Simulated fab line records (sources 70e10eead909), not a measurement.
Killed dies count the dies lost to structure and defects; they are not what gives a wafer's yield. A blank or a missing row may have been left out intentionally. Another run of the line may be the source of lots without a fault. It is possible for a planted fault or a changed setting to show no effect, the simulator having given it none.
fab line records    flow nand-harc
record: lots: 5  wafers: 15  last-day: 33
route steps=1302 shown P_ZERO_WELL@29 END@1302
lots that met no fault: from a run of the same line without faults
start-h: hours from the record's first day to the start of the lot's first wafer shown    wait-h: time in hours since the lot's previous step    " same as the row above    L1.1+2: one row covering several wafers at once    - no value present, or no start provided    * or withheld: withheld    < > ~ a bound
route shown NAME@n: NAME is a module with steps in the file, n the number in the route of the first one    usual: mean/standard deviation taken from wafers without a fault    same: alike in all rows    chamber/n: place in a boat    sites: per-site readings    _std_site: their standard deviation    _edge_site: the outer-site mean with the inner-site mean subtracted    radius-mm: how far each site lies from the wafer's centre    mask NAME#n: copy n    behind: the last tool/chamber to shape the wafer    hold: the reason the lot was held/the length of the hold in hours/how it ended    device: the n, p or np transistor that did not switch    end of line: the tests these same wafers got at the end of their route    a step given without rows: its recipe and nothing more    killed: at the first sort, the dies lost to defects and structure; wafer yield is something else    map: dies across one wafer; x = killed, . = not, _ = none there
set.NAME: setting as actually run; set.NAME@STEP: the setting as run at that earlier step    model.NAME: the simulator's own value behind a step, which no gauge read
a table for each step, a row for each wafer; lots at some steps of the route
services: a tool's chamber out of use, with start hour (start-h, from the record's first day; less than 0 if before it), hours out, and reason
== steps ==
step: NHARC_P_ZERO_WELL_CD_MEAS_24
recipe: target-cd-nm: 720  landing-energy-ev: 500
usual: cd-nm: 718/3.2
lot.wafer  tool       chamber  start-h  wait-h  cd-nm
L698.3     cd-sem-01  0        42.62    -       716
L698.4     "          0        "        "       716
L698.6     "          0        "        "       720
L699.1     cd-sem-01  0        53.34    -       720
L699.5     "          0        "        "       712
L699.6     "          0        "        "       715
L700.2     cd-sem-02  0        62.63    -       720
L700.4     "          0        "        "       722
L700.5     "          0        "        "       720
L713.2     cd-sem-03  0        192.71   -       716
L713.3     "          0        "        "       719
L713.4     "          0        "        "       714
L719.1     cd-sem-03  0        252.59   -       721
L719.2     "          0        "        "       722
L719.6     "          0        "        "       724
step: NHARC_P_ZERO_WELL_HARDBAKE_25
recipe: temp-c: 125  time-s: 80
step: NHARC_P_ZERO_WELL_DESCUM_26
recipe: time-s: 3  o2-flow-sccm: 200  ar-flow-sccm: 0  bias-power-w: 0  chemistry: O2
usual: drypump-motor-current-A: 5.8/0.42  oes-product-au: 1.003/0.013  rf-vpp-V: 57.7/0.93  showerhead-plenum-p-Torr: 1.89/0.094  throttle-valve-pct: 11.311/0.009
lot.wafer  tool         chamber  start-h  wait-h  drypump-motor-current-A  oes-product-au  rf-hours-counter-h  rf-vpp-V  showerhead-plenum-p-Torr  throttle-valve-pct
L698.3     rie-diel-01  2        42.83    -       5.9                      0.974           1                   57.8      1.77                      11.322
L698.4     "            0        "        "       4.7                      1.000           3                   57.8      1.95                      11.306
L698.6     "            1        "        "       6.1                      0.992           -                   58.4      1.92                      11.299
L699.1     rie-diel-02  0        53.57    -       6.2                      1.002           3                   58.1      1.90                      11.317
L699.5     "            2        "        "       6.1                      1.016           -                   56.0      1.84                      11.321
L699.6     "            0        "        "       6.1                      0.999           -                   57.2      1.90                      11.323
L700.2     rie-diel-02  2        62.79    -       6.1                      1.009           8                   56.8      1.83                      11.300
L700.5     "            3        "        "       5.5                      1.002           -                   57.8      1.78                      11.301
L700.4     "            1        "        "       6.2                      1.000           -                   58.8      1.95                      11.315
L713.2     rie-diel-01  2        192.87   -       5.9                      0.973           51                  58.7      1.76                      11.318
L713.3     "            0        "        "       4.7                      1.014           58                  58.9      1.93                      11.302
L713.4     "            1        "        "       6.1                      0.997           53                  58.7      1.90                      11.336
L719.1     rie-diel-01  0        252.75   -       4.7                      1.001           15                  57.8      1.93                      11.318
L719.2     "            2        "        "       5.9                      0.998           16                  57.5      2.07                      11.317
L719.6     "            1        "        "       6.1                      1.023           -                   57.8      1.90                      11.296
step: NHARC_P_ZERO_WELL_IMPLANT_27
recipe: energy-kev: 600  dose-cm2: 1e+13  tilt-deg: 7
step: NHARC_P_ZERO_WELL_IMPLANT_57
recipe: energy-kev: 250  dose-cm2: 4e+12  tilt-deg: 7
step: NHARC_P_ZERO_WELL_IMPLANT_58
recipe: energy-kev: 100  dose-cm2: 2e+12  tilt-deg: 7
step: NHARC_P_ZERO_WELL_STRIP_28
recipe: time-s: 840  temp-c: 130  chemistry: SPM
step: NHARC_P_ZERO_WELL_DEHYDRATE_29
recipe: temp-c: 150  time-s: 120
step: NHARC_P_ZERO_WELL_HMDS_30
recipe: time-s: 30
step: NHARC_P_ZERO_WELL_COAT_31
recipe: spin-rpm: withheld
step: NHARC_P_ZERO_WELL_SOFTBAKE_32
recipe: temp-c: 122  time-s: 95
step: NHARC_P_ZERO_WELL_EBR_33
step: NHARC_P_ZERO_WELL_EXPOSE_34
recipe: na: 0.6  target-cd-nm: 720  dose-mj: 22.31  mask-id: P_PWELL
lot.wafer   tool            chamber  start-h  wait-h  mask
L698.3+4+6  krf-scanner-04  0        44.17    -       P_PWELL#0
L699.1+5+6  krf-scanner-02  0        54.88    -       P_PWELL#0
L700.2+4+5  krf-scanner-02  0        64.06    -       P_NWELL#0
L713.2+3+4  krf-scanner-02  0        194.20   -       P_PWELL#0
L719.1+2+6  krf-scanner-02  0        254.07   -       P_PWELL#0
step: NHARC_P_ZERO_WELL_PEB_35
recipe: peb-temp-c: 118  peb-time-s: 85
step: NHARC_P_ZERO_WELL_DEVELOP_36
recipe: time-s: 70
step: NHARC_P_ZERO_WELL_CD_MEAS_37
recipe: target-cd-nm: 720  landing-energy-ev: 500
usual: cd-nm: 718.9/2.6
lot.wafer  tool       chamber  start-h  wait-h  cd-nm
L698.3     cd-sem-02  0        44.32    -       719.3
L698.4     "          0        "        "       716.0
L698.6     "          0        "        "       716.3
L699.1     cd-sem-02  0        55.04    -       720.1
L699.5     "          0        "        "       715.8
L699.6     "          0        "        "       719.6
L700.2     cd-sem-02  0        64.21    -       -
L700.4     "          0        "        "       -
L700.5     "          0        "        "       -
L713.2     cd-sem-01  0        194.36   -       721.3
L713.3     "          0        "        "       719.4
L713.4     "          0        "        "       716.8
L719.1     cd-sem-02  0        254.23   -       722.2
L719.2     "          0        "        "       720.4
L719.6     "          0        "        "       720.5
step: NHARC_P_ZERO_WELL_HARDBAKE_38
recipe: temp-c: 125  time-s: 80
step: NHARC_END_SORT_01
recipe: temp-c: 25
usual: killed-at-array: 58/22  killed-at-other: 1.0/1.3  killed-at-periphery: 5/3.4  killed-dies: 64/22  killed-open: 3.6/1.8  killed-short: 2.4/1.7
same: gross-dies: 677
lot.wafer  tool       chamber  start-h  wait-h  killed-at-array  killed-at-other  killed-at-periphery  killed-dies  killed-open  killed-short
L700.2     prober-01  0        594.45   2.8     32               2                643                  677          3            3
L700.4     prober-01  0        596.06   3.4     34               1                642                  677          7            1
L700.5     prober-01  0        596.86   3.7     34               2                641                  677          1            4
killed by level:class
L700.2 P_ZERO_WELL:area-expose=635 A_CHANNEL_HOLE_D2:chamber-film-flake=9 A_CHANNEL_HOLE_D1:chamber-film-flake=8 A_STAIRCASE:chamber-film-flake=5 P_GATE:chamber-film-flake=4 A_DECK1_JOINT:chamber-film-flake=3 P_CONTACT:chamber-film-flake=2 THIN_TSV:chamber-film-flake=2
L700.4 P_ZERO_WELL:area-expose=632 A_CHANNEL_HOLE_D2:chamber-film-flake=11 A_STAIRCASE:chamber-film-flake=9 P_GATE:chamber-film-flake=4 P_CONTACT:geometric-particle:open=2 A_DECK1_JOINT:geometric-particle:open=2 A_WL_FILL:geometric-particle:open=2 P_CONTACT:chamber-film-flake=2
L700.5 P_ZERO_WELL:area-expose=635 A_STAIRCASE:chamber-film-flake=8 A_CHANNEL_HOLE_D1:chamber-film-flake=7 A_CHANNEL_HOLE_D2:chamber-film-flake=6 P_GATE:chamber-film-flake=3 P_CONTACT:chamber-film-flake=3 A_DECK1_JOINT:chamber-film-flake=2 A_SLIT:chamber-film-flake=2
map L700.2 (x killed, . not)
____________x____________
_________xxxxxxx_________
_______xxxxxxxxxxx_______
______xxxxxxxxxxxxx______
_____xxxxxxxxxxxxxxx_____
____xxxxxxxxxxxxxxxxx____
____xxxxxxxxxxxxxxxxx____
___xxxxxxxxxxxxxxxxxxx___
___xxxxxxxxxxxxxxxxxxx___
__xxxxxxxxxxxxxxxxxxxxx__
__xxxxxxxxxxxxxxxxxxxxx__
_xxxxxxxxxxxxxxxxxxxxxxx_
_xxxxxxxxxxxxxxxxxxxxxxx_
_xxxxxxxxxxxxxxxxxxxxxxx_
_xxxxxxxxxxxxxxxxxxxxxxx_
_xxxxxxxxxxxxxxxxxxxxxxx_
xxxxxxxxxxxxxxxxxxxxxxxxx
xxxxxxxxxxxxxxxxxxxxxxxxx
xxxxxxxxxxxxxxxxxxxxxxxxx
xxxxxxxxxxxxxxxxxxxxxxxxx
xxxxxxxxxxxxxxxxxxxxxxxxx
_xxxxxxxxxxxxxxxxxxxxxxx_
_xxxxxxxxxxxxxxxxxxxxxxx_
_xxxxxxxxxxxxxxxxxxxxxxx_
_xxxxxxxxxxxxxxxxxxxxxxx_
_xxxxxxxxxxxxxxxxxxxxxxx_
__xxxxxxxxxxxxxxxxxxxxx__
__xxxxxxxxxxxxxxxxxxxxx__
___xxxxxxxxxxxxxxxxxxx___
___xxxxxxxxxxxxxxxxxxx___
____xxxxxxxxxxxxxxxxx____
____xxxxxxxxxxxxxxxxx____
_____xxxxxxxxxxxxxxx_____
______xxxxxxxxxxxxx______
_______xxxxxxxxxxx_______
_________xxxxxxx_________
____________x____________
map L699.6 (x killed, . not)
____________.____________
_________......._________
_______..........._______
______.............______
_____....x.........._____
____x................____
____.................____
___...................___
___.x.................___
__.....................__
__.....................__
_......................._
_..x.x....x.x..x........_
_.....x....x.x..x......x_
_.........xxxx.........._
_.xxxx.x...xxxx........._
..x.xxx....xxxx..........
.xxxxxx...x..xx..........
.xxx.xxx..x.x.xxx........
.xxxx.x..xx.xxxx.........
.xx.x..x..xxx.x..........
_xx.xx....xxxxx.x......._
_..xxx.........x........_
_...x........xxx........_
_............xxx.....x.._
_..........xxxx..xx....._
__........xx.xx.x......__
__.........xxxxxx......__
___.........xxxx......___
___.........xxx.......___
____........x......x.____
____.........x.......____
_____........x......_____
______.............______
_______..........._______
_________......._________
____________.____________
== services ==
tool            chamber  start-h  hours  kind
rie-diel-01     -        26.96    9.0    pm
rie-diel-01     0        26.96    9.0    vent-cycle
rie-diel-01     1        26.96    11.5   vent-cycle
rie-diel-01     2        26.96    12.2   vent-cycle
rie-diel-01     3        26.96    9.0    vent-cycle
krf-scanner-04  -        39.11    0.2    repair
rie-diel-02     -        39.71    9.0    pm
rie-diel-02     3        49.85    4.1    repair
rie-diel-02     0        57.60    10.1   repair
rie-diel-01     3        65.87    24.8   repair
rie-diel-02     3        70.76    20.3   repair
krf-scanner-02  0        92.47    -      calibration
krf-scanner-02  -        94.00    4.0    pm
rie-diel-01     1        98.51    6.8    repair
krf-scanner-04  -        147.65   2.0    repair
rie-diel-01     3        163.66   8.1    repair
krf-scanner-04  -        182.00   4.0    pm
krf-scanner-02  -        185.57   1.2    repair
krf-scanner-04  -        199.06   1.9    repair
rie-diel-01     -        203.96   9.0    pm
rie-diel-02     1        214.91   6.9    repair
rie-diel-02     -        216.71   9.0    pm
krf-scanner-04  -        239.83   1.5    repair
krf-scanner-02  0        249.06   -      calibration
== key ==
first-sign: step: NHARC_P_ZERO_WELL_EXPOSE_34  reading: mask  direction: changed
effect: step: NHARC_P_ZERO_WELL_CD_MEAS_37  reading: cd-nm  direction: missing
effect: step: NHARC_END_SORT_01  reading: killed-at-periphery  direction: up  sigmas: 99+  usual: 5  struck: 642
more-kills-born-at: NHARC_P_ZERO_WELL_EXPOSE_34@krf-scanner-02: 1902
met-at NHARC_P_ZERO_WELL_EXPOSE_34
struck-wafers L700.2,L700.4,L700.5
later-rows-left-out L700.2,L700.4,L700.5
tester-left-out L700
onset-between 54.88 64.06
fault: kind: wrong-mask  tool: any  chamber: -  onset-h: 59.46  steps: NHARC_P_ZERO_WELL_EXPOSE_34  aux-copy: P_NWELL#0  scope: struck-lots-only
tester-left-out: of these lots the tester's yield and bins aren't shown, on N5 and GAA mostly nor the transistor test; their killed dies are dies lost to structure and defects alone, not to doping, threshold or leakage, so they don't give the yield
later-rows-left-out: the simulator's readings of these wafers behind a module that went badly wrong aren't trusted and aren't shown, but for the sort
